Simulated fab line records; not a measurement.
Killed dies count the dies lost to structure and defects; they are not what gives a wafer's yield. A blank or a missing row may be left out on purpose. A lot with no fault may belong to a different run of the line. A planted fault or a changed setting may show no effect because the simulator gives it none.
Split-lot trial + flow n5-finfet + on a route of 1938 steps: 7 lots, 21 wafers read

ABOUT THE SPLIT
At N5_BEOL_M0_SAQP_ETCH_107 (etches SiNx in CH3F/O2, target depth 30 nm), the setting bias-w was moved away from the recipe's 73 W on 6 of the 21 wafers read, by -16.0% to -5.4%. This setting was run at the recipe's value on the other wafers.

The split's own step is where the reading is taken.

THE READING
rf-vpp-V, in V, at N5_BEOL_M0_SAQP_ETCH_107 (etches SiNx in CH3F/O2, target depth 30 nm). Fault-free wafers of this fab line usually give 298 V, standard deviation 5.1 V.

| wafer  | tool, chamber at the split | bias-w as run, W | against the recipe | rf-vpp-V, V | against lot-mates on the recipe |
|--------|----------------------------|------------------|--------------------|-------------|---------------------------------|
| L077.3 | rie-diel-02, 0             | 69.09            | -5.4%              | 285         | -17                             |
| L077.4 | rie-diel-02, 3             | 69.09            | -5.4%              | 274         | -28                             |
| L077.6 | rie-diel-02, 1             | 73               | recipe             | 302         | -                               |
| L074.1 | rie-diel-04, 0             | 73               | recipe             | 304         | -                               |
| L074.3 | rie-diel-04, 1             | 73               | recipe             | 291         | -                               |
| L074.5 | rie-diel-04, 3             | 73               | recipe             | 299         | -                               |
| L081.4 | rie-diel-04, 3             | 64.73            | -11.3%             | 271         | -19                             |
| L081.5 | rie-diel-04, 1             | 73               | recipe             | 290         | -                               |
| L081.6 | rie-diel-04, 0             | 64.73            | -11.3%             | 276         | -14                             |
| L083.2 | rie-diel-02, 0             | 73               | recipe             | 299         | -                               |
| L083.3 | rie-diel-02, 1             | 73               | recipe             | 301         | -                               |
| L083.6 | rie-diel-02, 1             | 73               | recipe             | 300         | -                               |
| L087.1 | rie-diel-02, 1             | 73               | recipe             | 299         | -                               |
| L087.3 | rie-diel-02, 2             | 73               | recipe             | 301         | -                               |
| L087.4 | rie-diel-02, 0             | 73               | recipe             | 297         | -                               |
| L093.2 | rie-diel-04, 3             | 73               | recipe             | 297         | -                               |
| L093.4 | rie-diel-04, 0             | 73               | recipe             | 303         | -                               |
| L093.6 | rie-diel-04, 1             | 73               | recipe             | 290         | -                               |
| L096.3 | rie-diel-02, 2             | 73               | recipe             | 303         | -                               |
| L096.4 | rie-diel-02, 0             | 61.34            | -16.0%             | 261         | -42                             |
| L096.6 | rie-diel-02, 3             | 61.34            | -16.0%             | 251         | -52                             |

FIT RESULTS
A straight line over all 21 wafers: rf-vpp-V changes by +2.55 V for each +1% of bias-w; r = +0.94; the points scatter about the line by 5.2 V.
The same after taking each lot's own level away (the mean of its wafers on the recipe; 21 wafers): +2.55 V for each +1%; r = +0.91; scatter 6.7 V.
The reading moves by 41 V for the largest change in bias-w, on that fit.
The span of the lots' own levels, 290.0 to 303.0 V, comes to 2.5 times the standard deviation stated above.
Hence the lot-to-lot level has little effect on the slope; both slopes agree.
Check: -40.4 V against its lot-mates is what the line predicts for one of the wafers moved furthest among these (-16.0%) when that wafer is left out of the fit. Against them it came out at -42 V.
Tool readings at the split's step, against how far the setting was moved: rf-vpp-V r = +0.94.

THESE WAFERS: OTHER SPLITS
Before the reading, these wafers also passed through other splits. Each is held against what the fit with the lots' levels taken away leaves over:
| other split on the same wafers            | wafers away from the commonest value | r with rf-vpp-V (lot level and that fit taken away) |
|-------------------------------------------|--------------------------------------|-----------------------------------------------------|
| N5_MOL_CONTACT_COAG_COAT_62 spin-rpm      | 5                                    | -0.16                                               |
| N5_BEOL_M0_SAQP_SPACER1_ALD_98 ald-cycles | 10                                   | +0.21                                               |

THE FILE'S OWN FIT
rf-vpp-V changes by +2.55 V for each +1% of bias-w, r = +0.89.
